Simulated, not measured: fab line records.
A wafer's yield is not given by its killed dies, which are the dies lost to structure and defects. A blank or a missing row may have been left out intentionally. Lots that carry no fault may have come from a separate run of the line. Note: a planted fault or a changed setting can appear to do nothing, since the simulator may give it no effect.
fab line records | flow n5_finfet | part 1 of 2: steps 1 to 21 of 31
[record] lots = 5 | wafers = 15 | last_day = 16
route steps=1938 shown BEOL_M4@1065
lots with no fault: from the same line, run without faults
start_h: start of the lot's first displayed wafer, in hours after the record's first day | wait_h: time in hours since the lot's previous step | " as in the row above | L1.1+2: one row covering several wafers at once | - no value, or no start was given | * or withheld: withheld | < > ~ a bound
route shown NAME@n: NAME is a module with steps in the file, n the number in the route of the first one | usual: mean/standard deviation taken from wafers without a fault | same: alike in all rows | chamber/n: place in a boat | sites: the reading at each site | _std_site: the standard deviation of these | _edge_site: mean of outer sites minus mean of inner sites | radius_mm: for every site, how far away it sits from the centre of the wafer | mask NAME#n: copy n | behind: tool/chamber where the wafer was last shaped | hold: reason for holding the lot/hours on hold/outcome of the hold | device: the n, p or np transistor that did not switch | end of line: the tests these same wafers got at the end of their route | step lacking rows: just its recipe | killed: the dies lost at the first sort to structure and to defects; this is not the yield of the wafer | map: per-die view of a wafer (x killed, . not killed, _ where there is no die)
set.NAME: setting as actually run; set.NAME@STEP: the setting as run at that earlier step | model.NAME: the simulator's own value behind a step, which no gauge read
certain route steps with their lots: each step a table, each wafer a row
services: when a tool's chamber went out of use (start_h, in hours from the record's first day, below 0 if earlier), for how many hours, and the reason
[[steps]]
[step N5_BEOL_M4_STRIP_71]
[recipe] chemistry = N2/H2 | temp_c = 40 | n2_flow_sccm = 200 | h2_flow_sccm = 200 | rf_frequency_hz = 6e+07
lot.wafer  | tool        | chamber | start_h | wait_h
L077.1+2+4 | rie_diel-01 | 0,2,0   | 184.73  | 0.0
L079.1+3+6 | rie_diel-01 | 2,1,1   | 212.17  | 0.0
L084.3+4+6 | rie_diel-06 | 1,0,0   | 234.21  | 0.0
L088.1+3+5 | rie_diel-06 | 0,2,2   | 253.30  | 0.0
L089.2+4+5 | rie_diel-06 | 2,0,1   | 269.51  | 0.0
[step N5_BEOL_M4_STRIP_78]
[recipe] chemistry = N2/H2 | temp_c = 40 | n2_flow_sccm = 200 | h2_flow_sccm = 200 | rf_frequency_hz = 6e+07
lot.wafer  | tool        | chamber | start_h | wait_h
L077.1+2+4 | rie_diel-01 | 0,2,0   | 184.74  | 0.0
L079.1+3+6 | rie_diel-01 | 2,1,1   | 212.18  | 0.0
L084.3+4+6 | rie_diel-06 | 1,0,0   | 234.22  | 0.0
L088.1+3+5 | rie_diel-06 | 0,2,2   | 253.31  | 0.0
L089.2+4+5 | rie_diel-06 | 2,0,1   | 269.52  | 0.0
[step N5_BEOL_M4_VIA_ETCH_34]
[recipe] chemistry = C4F6/O2 | target_depth_a = 694 | mask_material = SOC | pressure_mtorr = 15 | ion_energy_ev = 250 | taper_deg = 4 | time_s = 65.9 | source_w = 350 | bias_w = 170 | Ar_flow_sccm = 300 | C4F6_flow_sccm = 10 | O2_flow_sccm = 10
[usual] drypump_motor_current_A = 5.6/0.43 | oes_product_au = 0.82/0.08 | rf_vpp_V = 658/18 | showerhead_plenum_p_Torr = 2.84/0.093 | throttle_valve_pct = 30.52/0.29
lot.wafer | tool        | chamber | start_h | wait_h | drypump_motor_current_A | oes_product_au | rf_hours_counter_h | rf_vpp_V | showerhead_plenum_p_Torr | throttle_valve_pct
L077.1    | rie_diel-01 | 0       | 184.75  | 0.0    | 5.2                     | 0.83           | 73                 | 681      | 2.97                     | 30.60
L077.2    | "           | 2       | "       | "      | 5.6                     | 0.87           | 53                 | 640      | 2.76                     | 30.37
L077.4    | "           | 0       | "       | "      | 5.2                     | 0.84           | -                  | 681      | 2.97                     | 30.58
L079.1    | rie_diel-01 | 2       | 212.19  | 0.0    | 5.6                     | 0.83           | 66                 | 638      | 2.75                     | 30.37
L079.3    | "           | 1       | "       | "      | 5.3                     | 0.71           | 254                | 677      | 2.79                     | 31.01
L079.6    | "           | 1       | "       | "      | 5.3                     | 0.71           | -                  | 679      | 2.79                     | 31.01
L084.3    | rie_diel-06 | 1       | 234.23  | 0.0    | 6.3                     | 0.87           | 43                 | 640      | 2.98                     | 30.34
L084.4    | "           | 0       | "       | "      | 5.2                     | 0.69           | 224                | 642      | 2.93                     | 30.46
L084.6    | "           | 0       | "       | "      | 5.2                     | 0.70           | -                  | 642      | 2.93                     | 30.46
L088.1    | rie_diel-06 | 0       | 253.32  | 0.0    | 5.2                     | 0.69           | 231                | 643      | 2.93                     | 30.48
L088.3    | "           | 2       | "       | "      | 5.8                     | 0.84           | 89                 | 662      | 2.87                     | 30.51
L088.5    | "           | 2       | "       | "      | 5.8                     | 0.84           | -                  | 664      | 2.87                     | 30.49
L089.2    | rie_diel-06 | 2       | 269.53  | 0.0    | 5.8                     | 0.83           | 93                 | 663      | 2.87                     | 30.51
L089.4    | "           | 0       | "       | "      | 5.2                     | 0.69           | 235                | 642      | 2.93                     | 30.47
L089.5    | "           | 1       | "       | "      | 6.3                     | 0.85           | -                  | 638      | 2.97                     | 30.37
[step N5_BEOL_M4_STRIP_83]
[recipe] chemistry = C4F6/O2 | resist = SiARC | rf_frequency_hz = 6e+07
lot.wafer  | tool        | chamber | start_h | wait_h
L077.1+2+4 | rie_diel-01 | 0,2,0   | 184.80  | 0.0
L079.1+3+6 | rie_diel-01 | 2,1,1   | 212.24  | 0.0
L084.3+4+6 | rie_diel-06 | 1,0,0   | 234.28  | 0.0
L088.1+3+5 | rie_diel-06 | 0,2,2   | 253.37  | 0.0
L089.2+4+5 | rie_diel-06 | 2,0,1   | 269.58  | 0.0
[step N5_BEOL_M4_STRIP_36]
[recipe] chemistry = N2/H2 | power_w = 450 | temp_c = 40 | pressure_mtorr = 20 | rf_frequency_hz = 6e+07 | overash_fraction = 0.3 | bias_power_w = 7 | h2_frac = 0.5 | n2_flow_sccm = 200 | h2_flow_sccm = 200
[usual] drypump_motor_current_A = 5.6/0.42 | n2_flow_sccm = 200.0/0.6 | oes_product_au = 0.82/0.079 | rf_vpp_V = 59.2/1.4 | showerhead_plenum_p_Torr = 2.55/0.091 | throttle_valve_pct = 23.56/0.28
lot.wafer | tool        | chamber | start_h | wait_h | drypump_motor_current_A | n2_flow_sccm | oes_product_au | rf_hours_counter_h | rf_vpp_V | showerhead_plenum_p_Torr | throttle_valve_pct
L077.1    | rie_diel-01 | 0       | 184.81  | 0.0    | 5.2                     | 199.7        | 0.82           | 73                 | 58.1     | 2.68                     | 23.62
L077.2    | "           | 2       | "       | "      | 5.6                     | 200.4        | 0.86           | 53                 | 55.9     | 2.46                     | 23.14
L077.4    | "           | 0       | "       | "      | 5.2                     | 200.2        | 0.83           | -                  | 58.8     | 2.68                     | 23.67
L079.1    | rie_diel-01 | 2       | 212.25  | 0.0    | 5.6                     | 199.4        | 0.84           | 66                 | 59.8     | 2.46                     | 23.22
L079.3    | "           | 1       | "       | "      | 5.3                     | 200.4        | 0.71           | 254                | 57.6     | 2.49                     | 23.96
L079.6    | "           | 1       | "       | "      | 5.3                     | 200.4        | 0.71           | -                  | 59.4     | 2.49                     | 23.93
L084.3    | rie_diel-06 | 1       | 234.29  | 0.0    | 6.3                     | 199.0        | 0.84           | 43                 | 58.0     | 2.70                     | 23.41
L084.4    | "           | 0       | "       | "      | 5.2                     | 199.8        | 0.70           | 224                | 59.6     | 2.61                     | 23.25
L084.6    | "           | 0       | "       | "      | 5.2                     | 199.8        | 0.70           | -                  | 59.0     | 2.61                     | 23.23
L088.1    | rie_diel-06 | 0       | 253.38  | 0.0    | 5.2                     | 198.2        | 0.70           | 231                | 61.6     | 2.61                     | 23.26
L088.3    | "           | 2       | "       | "      | 5.8                     | 200.1        | 0.83           | 89                 | 58.3     | 2.56                     | 23.49
L088.5    | "           | 2       | "       | "      | 5.8                     | 199.2        | 0.83           | -                  | 58.9     | 2.56                     | 23.50
L089.2    | rie_diel-06 | 2       | 269.59  | 0.0    | 5.8                     | 199.5        | 0.80           | 93                 | 60.7     | 2.56                     | 23.46
L089.4    | "           | 0       | "       | "      | 5.2                     | 199.7        | 0.70           | 235                | 59.1     | 2.60                     | 23.24
L089.5    | "           | 1       | "       | "      | 6.3                     | 200.3        | 0.83           | -                  | 59.3     | 2.70                     | 23.41
[step N5_BEOL_M4_TRENCH_ETCH_37]
[recipe] chemistry = C4F6/O2 | target_depth_a = 555.55 | target = SiOC | time_s = 29.2 | ion_energy_ev = 250 | pressure_mtorr = 30 | source_w = 355 | bias_w = 185 | Ar_flow_sccm = 300 | C4F6_flow_sccm = 10 | O2_flow_sccm = 10
[usual] drypump_motor_current_A = 5.6/0.42 | oes_product_au = 0.82/0.081 | rf_vpp_V = 658/18 | showerhead_plenum_p_Torr = 2.85/0.093 | throttle_valve_pct = 20.71/0.19
lot.wafer | tool        | chamber | start_h | wait_h | drypump_motor_current_A | oes_product_au | rf_hours_counter_h | rf_vpp_V | showerhead_plenum_p_Torr | throttle_valve_pct
L077.1    | rie_diel-01 | 0       | -       | -      | 5.2                     | 0.83           | 73                 | 681      | 2.98                     | 20.71
L077.2    | "           | 2       | "       | "      | 5.6                     | 0.86           | 53                 | 640      | 2.77                     | 20.59
L077.4    | "           | 0       | "       | "      | 5.2                     | 0.83           | -                  | 680      | 2.98                     | 20.70
L079.1    | rie_diel-01 | 2       | -       | -      | 5.6                     | 0.85           | 66                 | 640      | 2.76                     | 20.60
L079.3    | "           | 1       | "       | "      | 5.3                     | 0.71           | 254                | 676      | 2.80                     | 21.20
L079.6    | "           | 1       | "       | "      | 5.4                     | 0.70           | -                  | 677      | 2.80                     | 21.20
L084.3    | rie_diel-06 | 1       | -       | -      | 6.4                     | 0.87           | 43                 | 638      | 2.98                     | 20.60
L084.4    | "           | 0       | "       | "      | 5.2                     | 0.69           | 224                | 643      | 2.94                     | 20.69
L084.6    | "           | 0       | "       | "      | 5.2                     | 0.70           | -                  | 643      | 2.94                     | 20.68
L088.1    | rie_diel-06 | 0       | -       | -      | 5.2                     | 0.69           | 231                | 642      | 2.93                     | 20.71
L088.3    | "           | 2       | "       | "      | 5.8                     | 0.85           | 89                 | 661      | 2.87                     | 20.74
L088.5    | "           | 2       | "       | "      | 5.8                     | 0.85           | -                  | 661      | 2.87                     | 20.74
L089.2    | rie_diel-06 | 2       | -       | -      | 5.8                     | 0.83           | 93                 | 663      | 2.87                     | 20.75
L089.4    | "           | 0       | "       | "      | 5.2                     | 0.69           | 235                | 643      | 2.93                     | 20.72
L089.5    | "           | 1       | "       | "      | 6.4                     | 0.85           | -                  | 641      | 2.98                     | 20.61
[step N5_BEOL_M4_ETCH_41]
[recipe] chemistry = CH3F/O2 | target = SiCN | target_depth_a = 299 | taper_deg = 2 | time_s = 52.5 | ion_energy_ev = 120 | mask_material = TiN | pressure_mtorr = 30 | source_w = 395 | bias_w = 75 | Ar_flow_sccm = 150 | CH3F_flow_sccm = 30 | O2_flow_sccm = 20
[usual] drypump_motor_current_A = 5.6/0.42 | oes_product_au = 0.82/0.08 | rf_vpp_V = 297.6/1.7 | showerhead_plenum_p_Torr = 2.00/0.068 | throttle_valve_pct = 16.19/0.16
lot.wafer | tool        | chamber | start_h | wait_h | drypump_motor_current_A | oes_product_au | rf_hours_counter_h | rf_vpp_V | showerhead_plenum_p_Torr | throttle_valve_pct
L077.1    | rie_diel-01 | 0       | -       | -      | 5.2                     | 0.83           | 73                 | 299.2    | 2.10                     | 16.17
L077.2    | "           | 2       | "       | "      | 5.5                     | 0.85           | 53                 | 296.4    | 1.94                     | 16.06
L077.4    | "           | 0       | "       | "      | 5.2                     | 0.83           | -                  | 298.9    | 2.10                     | 16.16
L079.1    | rie_diel-01 | 2       | -       | -      | 5.5                     | 0.83           | 66                 | 294.6    | 1.94                     | 16.09
L079.3    | "           | 1       | "       | "      | 5.3                     | 0.70           | 254                | 298.2    | 1.96                     | 16.67
L079.6    | "           | 1       | "       | "      | 5.3                     | 0.70           | -                  | 294.5    | 1.96                     | 16.67
L084.3    | rie_diel-06 | 1       | -       | -      | 6.3                     | 0.86           | 43                 | 300.6    | 2.10                     | 16.10
L084.4    | "           | 0       | "       | "      | 5.2                     | 0.69           | 224                | 297.7    | 2.07                     | 16.23
L084.6    | "           | 0       | "       | "      | 5.2                     | 0.70           | -                  | 300.3    | 2.07                     | 16.22
L088.1    | rie_diel-06 | 0       | -       | -      | 5.2                     | 0.69           | 231                | 299.0    | 2.06                     | 16.22
L088.3    | "           | 2       | "       | "      | 5.8                     | 0.84           | 89                 | 297.6    | 2.02                     | 16.19
L088.5    | "           | 2       | "       | "      | 5.8                     | 0.84           | -                  | 298.4    | 2.02                     | 16.20
L089.2    | rie_diel-06 | 2       | -       | -      | 5.8                     | 0.83           | 93                 | 298.2    | 2.02                     | 16.21
L089.4    | "           | 0       | "       | "      | 5.1                     | 0.69           | 235                | 297.3    | 2.06                     | 16.25
L089.5    | "           | 1       | "       | "      | 6.4                     | 0.85           | -                  | 300.3    | 2.10                     | 16.11
[step N5_BEOL_M4_STRIP_97]
[recipe] chemistry = N2/H2 | time_s = 10 | power_w = 450 | temp_c = 40 | pressure_mtorr = 20 | rf_frequency_hz = 6e+07 | bias_power_w = 7 | n2_flow_sccm = 200 | h2_flow_sccm = 200
[usual] drypump_motor_current_A = 5.6/0.43 | n2_flow_sccm = 200.0/0.63 | oes_product_au = 0.82/0.079 | rf_vpp_V = 59.3/0.86 | showerhead_plenum_p_Torr = 2.55/0.091 | throttle_valve_pct = 23.55/0.28
lot.wafer | tool        | chamber | start_h | wait_h | drypump_motor_current_A | n2_flow_sccm | oes_product_au | rf_hours_counter_h | rf_vpp_V | showerhead_plenum_p_Torr | throttle_valve_pct
L077.1    | rie_diel-01 | 0       | -       | -      | 5.2                     | 199.5        | 0.83           | 73                 | 60.3     | 2.68                     | 23.66
L077.2    | "           | 2       | "       | "      | 5.6                     | 199.8        | 0.86           | 53                 | 60.9     | 2.46                     | 23.18
L077.4    | "           | 0       | "       | "      | 5.2                     | 200.7        | 0.82           | -                  | 59.2     | 2.68                     | 23.66
L079.1    | rie_diel-01 | 2       | -       | -      | 5.6                     | 201.0        | 0.84           | 66                 | 58.0     | 2.46                     | 23.19
L079.3    | "           | 1       | "       | "      | 5.3                     | 200.6        | 0.70           | 254                | 59.2     | 2.49                     | 23.96
L079.6    | "           | 1       | "       | "      | 5.3                     | 200.0        | 0.70           | -                  | 58.4     | 2.49                     | 23.96
L084.3    | rie_diel-06 | 1       | -       | -      | 6.4                     | 199.6        | 0.84           | 43                 | 59.1     | 2.70                     | 23.40
L084.4    | "           | 0       | "       | "      | 5.2                     | 199.9        | 0.69           | 224                | 60.6     | 2.61                     | 23.23
L084.6    | "           | 0       | "       | "      | 5.1                     | 200.0        | 0.70           | -                  | 59.6     | 2.61                     | 23.23
L088.1    | rie_diel-06 | 0       | -       | -      | 5.1                     | 200.4        | 0.70           | 231                | 58.8     | 2.61                     | 23.23
L088.3    | "           | 2       | "       | "      | 5.8                     | 198.3        | 0.82           | 89                 | 59.6     | 2.56                     | 23.48
L088.5    | "           | 2       | "       | "      | 5.8                     | 198.8        | 0.83           | -                  | 60.7     | 2.56                     | 23.46
L089.2    | rie_diel-06 | 2       | -       | -      | 5.7                     | 199.7        | 0.81           | 93                 | 59.4     | 2.56                     | 23.47
L089.4    | "           | 0       | "       | "      | 5.2                     | 199.6        | 0.69           | 235                | 58.8     | 2.60                     | 23.26
L089.5    | "           | 1       | "       | "      | 6.4                     | 199.5        | 0.83           | -                  | 59.6     | 2.70                     | 23.42
[step N5_BEOL_M4_OCD_MEAS_38]
[usual] trench_depth_nm = 55.9/1.4
lot.wafer | tool   | chamber | start_h | wait_h | trench_depth_nm
L077.1    | ocd-01 | -       | 185.00  | -      | 55.9
L077.2    | "      | -       | "       | "      | 54.4
L077.4    | "      | -       | "       | "      | 56.6
L079.1    | ocd-02 | -       | 212.45  | -      | 55.7
L079.3    | "      | -       | "       | "      | 57.4
L079.6    | "      | -       | "       | "      | 57.6
L084.3    | ocd-02 | -       | 234.48  | -      | 55.7
L084.4    | "      | -       | "       | "      | 54.0
L084.6    | "      | -       | "       | "      | 54.4
L088.1    | ocd-01 | -       | 253.57  | -      | 54.8
L088.3    | "      | -       | "       | "      | 58.6
L088.5    | "      | -       | "       | "      | 59.7
L089.2    | ocd-01 | -       | 269.79  | -      | 58.0
L089.4    | "      | -       | "       | "      | 54.8
L089.5    | "      | -       | "       | "      | 57.0
[step N5_BEOL_M4_HM_STRIP_39]
[recipe] chemistry = peroxide_tin_strip | material = TiN | target_depth_a = 250 | temp_c = 50 | time_s = 158
[usual] bath_heat_duty_pct = 7.1/0.79
lot.wafer | tool         | chamber | start_h | wait_h | bath_heat_duty_pct
L077.1    | wet_bench-02 | 0       | 185.04  | 0.0    | 7.0
L077.2    | "            | 4       | "       | "      | 6.8
L077.4    | "            | 2       | "       | "      | 5.7
L079.1    | wet_bench-02 | 3       | 212.48  | 0.0    | 7.6
L079.3    | "            | 5       | "       | "      | 7.1
L079.6    | "            | 2       | "       | "      | 5.6
L084.3    | wet_bench-02 | 4       | 234.51  | 0.0    | 6.9
L084.4    | "            | 0       | "       | "      | 8.7
L084.6    | "            | 7       | "       | "      | 6.3
L088.1    | wet_bench-05 | 5       | 253.62  | 0.0    | 7.1
L088.3    | "            | 3       | "       | "      | 7.0
L088.5    | "            | 2       | "       | "      | 6.6
L089.2    | wet_bench-03 | 5       | 269.82  | 0.0    | 7.0
L089.4    | "            | 1       | "       | "      | 7.9
L089.5    | "            | 0       | "       | "      | 7.2
[step N5_BEOL_M4_SRD_40]
[recipe] time_s = 30 | temp_c = 23 | rinse_liquid = diw | dry = ipa_marangoni
[usual] bath_heat_duty_pct = 3.6/0.5 | do_supply_ppb = 9.99/0.099
lot.wafer | tool         | chamber | start_h | wait_h | bath_heat_duty_pct | do_supply_ppb
L077.1    | wet_bench-02 | 0       | 185.08  | 0.0    | 4.4                | 9.84
L077.2    | "            | 4       | "       | "      | 3.3                | 10.26
L077.4    | "            | 2       | "       | "      | 3.7                | 10.09
L079.1    | wet_bench-02 | 3       | 212.53  | 0.0    | 4.3                | 10.10
L079.3    | "            | 5       | "       | "      | 4.0                | 10.01
L079.6    | "            | 2       | "       | "      | 3.1                | 9.92
L084.3    | wet_bench-02 | 4       | 234.56  | 0.0    | 3.3                | 10.04
L084.4    | "            | 0       | "       | "      | 4.3                | 9.98
L084.6    | "            | 7       | "       | "      | 3.1                | 10.08
L088.1    | wet_bench-05 | 5       | 253.67  | 0.0    | 3.1                | 10.00
L088.3    | "            | 3       | "       | "      | 4.4                | 9.89
L088.5    | "            | 2       | "       | "      | 3.5                | 10.12
L089.2    | wet_bench-03 | 5       | 269.87  | 0.0    | 4.1                | 10.05
L089.4    | "            | 1       | "       | "      | 4.1                | 9.95
L089.5    | "            | 0       | "       | "      | 3.2                | 9.95
[step N5_BEOL_M4_PRECLEAN_42]
[recipe] chemistry = residue_remover | time_s = 60 | temp_c = 40
[usual] bath_heat_duty_pct = 4.5/0.59
lot.wafer | tool         | chamber | start_h | wait_h | bath_heat_duty_pct
L077.1    | wet_bench-02 | 0       | 185.10  | 0.0    | 4.5
L077.2    | "            | 4       | "       | "      | 4.6
L077.4    | "            | 2       | "       | "      | 3.9
L079.1    | wet_bench-02 | 3       | 212.54  | 0.0    | 4.9
L079.3    | "            | 5       | "       | "      | 3.4
L079.6    | "            | 2       | "       | "      | 3.5
L084.3    | wet_bench-02 | 4       | 234.58  | 0.0    | 4.8
L084.4    | "            | 0       | "       | "      | 5.4
L084.6    | "            | 7       | "       | "      | 4.5
L088.1    | wet_bench-05 | 5       | 253.69  | 0.0    | 4.0
L088.3    | "            | 3       | "       | "      | 4.4
L088.5    | "            | 2       | "       | "      | 3.8
L089.2    | wet_bench-03 | 5       | 269.89  | 0.0    | 5.1
L089.4    | "            | 1       | "       | "      | 4.8
L089.5    | "            | 0       | "       | "      | 5.7
[step N5_BEOL_M4_SRD_43]
[recipe] time_s = 30 | temp_c = 23 | rinse_liquid = diw | dry = ipa_marangoni
[usual] bath_heat_duty_pct = 3.6/0.51 | do_supply_ppb = 10.00/0.09
lot.wafer | tool         | chamber | start_h | wait_h | bath_heat_duty_pct | do_supply_ppb
L077.1    | wet_bench-02 | 0       | 185.12  | 0.0    | 4.2                | 9.92
L077.2    | "            | 4       | "       | "      | 3.4                | 10.10
L077.4    | "            | 2       | "       | "      | 3.6                | 9.93
L079.1    | wet_bench-02 | 3       | 212.56  | 0.0    | 4.5                | 10.07
L079.3    | "            | 5       | "       | "      | 3.2                | 9.96
L079.6    | "            | 2       | "       | "      | 3.2                | 10.04
L084.3    | wet_bench-02 | 4       | 234.60  | 0.0    | 3.0                | 9.89
L084.4    | "            | 0       | "       | "      | 4.1                | 10.04
L084.6    | "            | 7       | "       | "      | 3.4                | 9.84
L088.1    | wet_bench-05 | 5       | 253.71  | 0.0    | 3.4                | 10.00
L088.3    | "            | 3       | "       | "      | 3.5                | 10.00
L088.5    | "            | 2       | "       | "      | 3.2                | 9.98
L089.2    | wet_bench-03 | 5       | 269.90  | 0.0    | 3.8                | 10.10
L089.4    | "            | 1       | "       | "      | 4.6                | 10.05
L089.5    | "            | 0       | "       | "      | 2.7                | 9.93
[step N5_BEOL_M4_CD_MEAS_35]
[recipe] target_cd_nm = 18 | target_cd_y_nm = 22.4 | polarity = opening
[usual] cd_nm = 18.0/0.43
lot.wafer | tool      | chamber | start_h | wait_h | cd_nm
L077.1    | cd_sem-02 | -       | 185.15  | 0.0    | 18.8
L077.2    | "         | -       | "       | "      | 17.9
L077.4    | "         | -       | "       | "      | 17.5
L079.1    | cd_sem-01 | -       | 212.60  | 0.0    | 18.3
L079.3    | "         | -       | "       | "      | 17.7
L079.6    | "         | -       | "       | "      | 18.2
L084.3    | cd_sem-03 | -       | 234.65  | 0.0    | 17.9
L084.4    | "         | -       | "       | "      | 18.0
L084.6    | "         | -       | "       | "      | 17.9
L088.1    | cd_sem-01 | -       | 253.75  | 0.0    | 17.6
L088.3    | "         | -       | "       | "      | 17.9
L088.5    | "         | -       | "       | "      | 17.8
L089.2    | cd_sem-02 | -       | 269.95  | 0.0    | 17.6
L089.4    | "         | -       | "       | "      | 19.0
L089.5    | "         | -       | "       | "      | 17.6
[step N5_BEOL_M4_DEGAS_44]
[recipe] ambient = vacuum | temp_c = 250 | time_s = 60
[usual] heater_power_w = 328/26
lot.wafer | tool           | chamber | start_h | wait_h | heater_power_w
L077.1    | pvd_sputter-01 | -       | 185.28  | 0.1    | 308
L077.2    | "              | -       | "       | "      | 305
L077.4    | "              | -       | "       | "      | 326
L079.1    | pvd_sputter-03 | -       | 212.93  | 0.3    | 303
L079.3    | "              | -       | "       | "      | 325
L079.6    | "              | -       | "       | "      | 302
L084.3    | pvd_sputter-02 | -       | 234.68  | 0.0    | 312
L084.4    | "              | -       | "       | "      | 327
L084.6    | "              | -       | "       | "      | 347
L088.1    | pvd_sputter-02 | -       | 253.87  | 0.1    | 316
L088.3    | "              | -       | "       | "      | 320
L088.5    | "              | -       | "       | "      | 328
L089.2    | pvd_sputter-01 | -       | 270.02  | 0.1    | 306
L089.4    | "              | -       | "       | "      | 307
L089.5    | "              | -       | "       | "      | 370
[step N5_BEOL_M4_PRE_CLEAN_45]
[recipe] gas = H2/He | time_s = 30 | temp_c = 250
[usual] heater_power_w = 328/26
lot.wafer | tool           | chamber | start_h | wait_h | heater_power_w
L077.1    | pvd_sputter-01 | -       | 185.32  | 0.0    | 302
L077.2    | "              | -       | "       | "      | 298
L077.4    | "              | -       | "       | "      | 326
L079.1    | pvd_sputter-03 | -       | 212.97  | 0.0    | 303
L079.3    | "              | -       | "       | "      | 324
L079.6    | "              | -       | "       | "      | 301
L084.3    | pvd_sputter-02 | -       | 234.72  | 0.0    | 315
L084.4    | "              | -       | "       | "      | 329
L084.6    | "              | -       | "       | "      | 352
L088.1    | pvd_sputter-02 | -       | 253.91  | 0.0    | 315
L088.3    | "              | -       | "       | "      | 317
L088.5    | "              | -       | "       | "      | 334
L089.2    | pvd_sputter-01 | -       | 270.06  | 0.0    | 309
L089.4    | "              | -       | "       | "      | 313
L089.5    | "              | -       | "       | "      | 382
[step N5_BEOL_M4_ALD_84]
[recipe] material = TaN | target_thk_a = * | temp_c = 275 | ald_precursor_family = PDMAT | ald_co_reactant = NH3 | pressure_torr = 3 | carrier_flow_sccm = 1500 | pulse_time_s = 2 | purge_time_s = 3 | co_reactant_purge_time_s = 2 | co_reactant_pulse_time_s = 3 | ald_cycles = 30 | precursor_vessel_temp_c = 75 | precursor_vessel_pressure_torr = 26.25 | precursor_vessel_carrier_sccm = 1000
[usual] heater_power_w = 416/42
[same] pulse_time_s = 2
lot.wafer | tool         | chamber | start_h | wait_h | heater_power_w | since_wet_clean_h
L077.1    | ald_metal-02 | 2       | 185.38  | 0.0    | 336            | 6002
L077.2    | "            | 1       | "       | "      | 374            | 6002
L077.4    | "            | 3       | "       | "      | 449            | 6002
L079.1    | ald_metal-01 | 3       | 213.03  | 0.0    | 477            | 4491
L079.3    | "            | 1       | "       | "      | 420            | 4491
L079.6    | "            | 0       | "       | "      | 449            | -
L084.3    | ald_metal-01 | 2       | 234.79  | 0.1    | 442            | 4513
L084.4    | "            | 3       | "       | "      | 477            | 4513
L084.6    | "            | 1       | "       | "      | 436            | -
L088.1    | ald_metal-04 | 2       | 254.07  | 0.1    | 467            | 2994
L088.3    | "            | 1       | "       | "      | 427            | 2994
L088.5    | "            | 1       | "       | "      | 431            | -
L089.2    | ald_metal-01 | 0       | 270.21  | 0.1    | 451            | 4549
L089.4    | "            | 2       | "       | "      | 442            | 4549
L089.5    | "            | 3       | "       | "      | 488            | -
[step N5_BEOL_M4_SURFACE_TREAT_85]
[recipe] gas = Ar | time_s = * | ion_energy_ev = * | ion_current_ma_cm2 = 0.5 | pressure_mtorr = * | ar_flow_sccm = 30
[usual] pressure_mtorr = * | throttle_valve_pct = *
lot.wafer | tool           | chamber | start_h | wait_h | pressure_mtorr | throttle_valve_pct
L077.1    | pvd_sputter-02 | -       | 185.66  | 0.2    | *              | *
L077.2    | "              | -       | "       | "      | *              | *
L077.4    | "              | -       | "       | "      | *              | *
L079.1    | pvd_sputter-03 | -       | 213.53  | 0.4    | *              | *
L079.3    | "              | -       | "       | "      | *              | *
L079.6    | "              | -       | "       | "      | *              | *
L084.3    | pvd_sputter-03 | -       | 235.11  | 0.2    | *              | *
L084.4    | "              | -       | "       | "      | *              | *
L084.6    | "              | -       | "       | "      | *              | *
L088.1    | pvd_sputter-01 | -       | 254.29  | 0.1    | *              | *
L088.3    | "              | -       | "       | "      | *              | *
L088.5    | "              | -       | "       | "      | *              | *
L089.2    | pvd_sputter-03 | -       | 270.44  | 0.1    | *              | *
L089.4    | "              | -       | "       | "      | *              | *
L089.5    | "              | -       | "       | "      | *              | *
[step N5_BEOL_M4_CVD_47]
[recipe] material = Co | target_thk_a = 30 | temp_c = withheld | precursor = CCTBA/H2 | pressure_torr = 30 | time_s = 223.8
lot.wafer | tool      | chamber | start_h | wait_h | since_wet_clean_h
L077.1    | cvd_co-02 | 1       | 185.72  | 0.0    | 49
L077.2    | "         | 2       | "       | "      | 486
L077.4    | "         | 1       | "       | "      | -
L079.1    | cvd_co-01 | 1       | 213.59  | 0.0    | 1192
L079.3    | "         | 2       | "       | "      | 296
L079.6    | "         | 2       | "       | "      | -
L084.3    | cvd_co-02 | 2       | 235.17  | 0.0    | 536
L084.4    | "         | 0       | "       | "      | -
L084.6    | "         | 2       | "       | "      | -
L088.1    | cvd_co-02 | 0       | 254.36  | 0.0    | 1014
L088.3    | "         | 2       | "       | "      | 555
L088.5    | "         | 1       | "       | "      | -
L089.2    | cvd_co-02 | 1       | 270.56  | 0.1    | 134
L089.4    | "         | 1       | "       | "      | -
L089.5    | "         | 2       | "       | "      | -
[step N5_BEOL_M4_SPUTTER_48]
[recipe] material = Cu | target_thk_a = 45 | temp_c = -20 | chamber_pressure_pa = 0.07 | power_w = withheld | time_s = 8.29
[usual] throttle_valve_pct = 29.7/1.2
lot.wafer | tool           | chamber | start_h | wait_h | throttle_valve_pct
L077.1    | pvd_sputter-03 | -       | 185.92  | 0.1    | 31.4
L077.2    | "              | -       | "       | "      | 29.5
L077.4    | "              | -       | "       | "      | 27.5
L079.1    | pvd_sputter-03 | -       | 213.87  | 0.2    | 29.3
L079.3    | "              | -       | "       | "      | 30.3
L079.6    | "              | -       | "       | "      | 29.7
L084.3    | pvd_sputter-03 | -       | 235.33  | 0.1    | 31.4
L084.4    | "              | -       | "       | "      | 30.0
L084.6    | "              | -       | "       | "      | 31.6
L088.1    | pvd_sputter-01 | -       | 254.54  | 0.1    | 28.7
L088.3    | "              | -       | "       | "      | 30.6
L088.5    | "              | -       | "       | "      | 29.1
L089.2    | pvd_sputter-01 | -       | 272.30  | 1.7    | 30.5
L089.4    | "              | -       | "       | "      | 30.2
L089.5    | "              | -       | "       | "      | 29.0
[step N5_BEOL_M4_ANNEAL_49]
[recipe] temp_c = 400 | time_s = 240 | ambient = vacuum
[usual] heater_power_w = 821/63
lot.wafer | tool           | chamber | start_h | wait_h | heater_power_w
L077.1    | pvd_sputter-03 | -       | 186.00  | 0.0    | 965
L077.2    | "              | -       | "       | "      | 763
L077.4    | "              | -       | "       | "      | 781
L079.1    | pvd_sputter-03 | -       | 213.95  | 0.0    | 759
L079.3    | "              | -       | "       | "      | 856
L079.6    | "              | -       | "       | "      | 764
L084.3    | pvd_sputter-03 | -       | 235.41  | 0.0    | 982
L084.4    | "              | -       | "       | "      | 816
L084.6    | "              | -       | "       | "      | 932
L088.1    | pvd_sputter-01 | -       | 254.62  | 0.0    | 934
L088.3    | "              | -       | "       | "      | 806
L088.5    | "              | -       | "       | "      | 759
L089.2    | pvd_sputter-01 | -       | 272.38  | 0.0    | 814
L089.4    | "              | -       | "       | "      | 751
L089.5    | "              | -       | "       | "      | 933
